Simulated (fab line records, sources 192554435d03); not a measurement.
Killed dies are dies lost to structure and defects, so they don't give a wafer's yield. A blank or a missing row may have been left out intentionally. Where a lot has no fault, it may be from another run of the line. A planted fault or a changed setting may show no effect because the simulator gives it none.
What tool caused it? -- flow n5-finfet -- 10 lots, 28 wafers sampled, at 2 steps of a route of 1938

WHAT THE GAUGES READ, wafer by wafer
N5_BEOL_M4_RC_MEAS_101. Usual: DIBL_N 37.5 mV/V, standard deviation 1.9; DIBL_P 37.3 mV/V, standard deviation 2.4; IOFF_N 0.18 nA/um, standard deviation 0.038; IOFF_P 0.23 nA/um, standard deviation 0.045; ION_N 677 uA/um, standard deviation 11; ION_P 464 uA/um, standard deviation 8.1; SS_N 72.0 mV/dec, standard deviation 0.68; SS_P 73.5 mV/dec, standard deviation 0.77; VT_N 249 mV, standard deviation 3.3; VT_P -249 mV, standard deviation 3.6.
lot,measured,on,DIBL_N (mV/V),DIBL_P (mV/V),IOFF_N (nA/um),IOFF_P (nA/um),ION_N (uA/um),ION_P (uA/um),SS_N (mV/dec),SS_P (mV/dec),VT_N (mV),VT_P (mV),flag
L471,day 8 00:23,prober-02,38.1 40.4 37.6,37.5 40.1 36.8,0.18 0.23 0.17,0.20 0.24 0.19,672 687 665,449 465 451,72.3 73.4 71.6,73.7 73.7 73.8,250 248 252,-251 -249 -254,
L473,day 8 15:20,prober-01,34.8 39.1 35.7,37.3 44.5 37.7,0.18 0.26 0.18,0.20 0.34 0.20,683 693 677,465 472 460,72.7 73.3 72.2,72.9 74.0 72.6,249 244 251,-252 -242 -251,
L475,day 8 20:15,prober-02,35.6 39.6 39.7,35.8 39.9 39.8,0.12 0.19 0.20,0.18 0.25 0.24,663 674 679,458 467 464,71.6 72.5 72.7,72.7 74.1 74.1,257 251 249,-254 -246 -252,
L476,day 9 04:13,prober-01,38.2 36.4,37.2 35.1,0.18 0.15,0.25 0.22,685 673,471 469,71.5 71.0,73.8 72.5,247 248,-247 -250,
L477,day 9 01:01,prober-01,39.0 34.3,39.5 33.8,0.21 0.13,0.20 0.14,683 658,456 449,72.3 70.8,73.6 71.8,246 251,-256 -256,
L478,day 9 20:13,prober-01,35.6 38.9 38.5,35.0 37.3 36.6,0.16 0.21 0.21,0.25 0.29 0.26,682 692 687,478 481 469,71.4 71.5 72.3,74.2 74.3 74.1,247 248 248,-246 -244 -245,
L479,day 10 03:54,prober-01,39.1 37.8 36.3,39.1 36.6 35.3,0.18 0.16 0.14,0.25 0.22 0.19,665 665 666,463 460 456,73.1 72.4 71.7,74.1 73.1 72.8,252 255 255,-249 -247 -252,
L480,day 10 06:16,prober-02,37.2 37.7 37.5,37.5 37.4 37.3,0.18 0.19 0.17,0.25 0.24 0.23,673 674 669,469 467 461,71.4 72.3 71.2,73.7 74.2 74.2,250 252 249,-247 -247 -249,
L490,day 12 19:32,prober-02,36.3 38.5,36.1 37.8,0.15 0.17,0.20 0.21,689 669,471 457,71.4 72.2,72.4 73.7,249 253,-251 -252,
L491,day 13 05:11,prober-02,38.6 39.7 40.7,39.3 40.5 41.6,0.18 0.23 0.23,0.24 0.26 0.27,681 683 692,464 463 470,71.8 72.4 72.7,74.7 74.5 74.2,247 244 245,-250 -249 -249,

WHAT TOOL EACH LOT RAN ON (gives the tool, then ch and the chambers of the sampled wafers, and finally the start)
lot,N5_BEOL_M0_SAQP_PECVD_97
L471,"pecvd-03 ch 1,2, day 5 13:06"
L473,"pecvd-03 ch 0,1,2, day 5 18:11"
L475,"pecvd-01 ch 0,2, day 6 07:55"
L476,"pecvd-03 ch 0,1, day 6 15:01"
L477,"pecvd-04 ch 0,2, day 6 21:08"
L478,"pecvd-03 ch 0,1,2, day 7 05:35"
L479,"pecvd-04 ch 0,2, day 7 11:35"
L480,"pecvd-04 ch 0,1,2, day 7 19:35"
L490,"pecvd-04 ch 0,1, day 10 07:35"
L491,"pecvd-01 ch 0,1, day 10 08:55"
- N5_BEOL_M0_SAQP_PECVD_97: deposits SiNx from SiH4/NH3/N2, target thk 23 nm, time 19.9 s.

AS READ BY THE TOOLS THEMSELVES (means over the sampled wafers that have a number; for cases with no such wafer, the mark the record gives instead)
N5_BEOL_M0_SAQP_PECVD_97. Usual: heater-power-outer-w 287 W, standard deviation 35; heater-power-w 522 W, standard deviation 61; showerhead-plenum-p-Torr 5.11 Torr, standard deviation 0.058; throttle-valve-pct 39.3 %, standard deviation 1.5.
lot,tool,heater-power-outer-w (W),heater-power-w (W),showerhead-plenum-p-Torr (Torr),throttle-valve-pct (%),flag
L471,pecvd-03,334,570,5.07,38.2,
L473,pecvd-03,303,529,5.14,38.3,
L475,pecvd-01,286,545,5.09,37.7,
L476,pecvd-03,290,492,5.14,37.7,
L477,pecvd-04,313,570,5.08,40.5,
L478,pecvd-03,265,482,5.14,38.4,
L479,pecvd-04,311,545,5.10,40.2,
L480,pecvd-04,278,487,5.08,40.5,
L490,pecvd-04,247,445,5.07,41.0,
L491,pecvd-01,299,558,5.14,39.2,

THE ANSWER, worked out from the rows above alone
Rule: take the mean of a lot's wafers that have a number; if it is more than 3 standard deviations from the usual mean, the lot is off. A lot without any number at a reading at which 4 lots or more have one is off too. Where the step has rows for the other lots, those lots are counted as sound. Order of review: gauges by route order, followed by the tools' own readings, for which a lot's mean as printed above is used. At the first step where some lot is off, the reading lying furthest off is the one used; lots without a number count as furthest.
Across all readings shown, no lot is off: no conclusion can be drawn from this.

WHAT THE SIMULATOR HAD INSERTED
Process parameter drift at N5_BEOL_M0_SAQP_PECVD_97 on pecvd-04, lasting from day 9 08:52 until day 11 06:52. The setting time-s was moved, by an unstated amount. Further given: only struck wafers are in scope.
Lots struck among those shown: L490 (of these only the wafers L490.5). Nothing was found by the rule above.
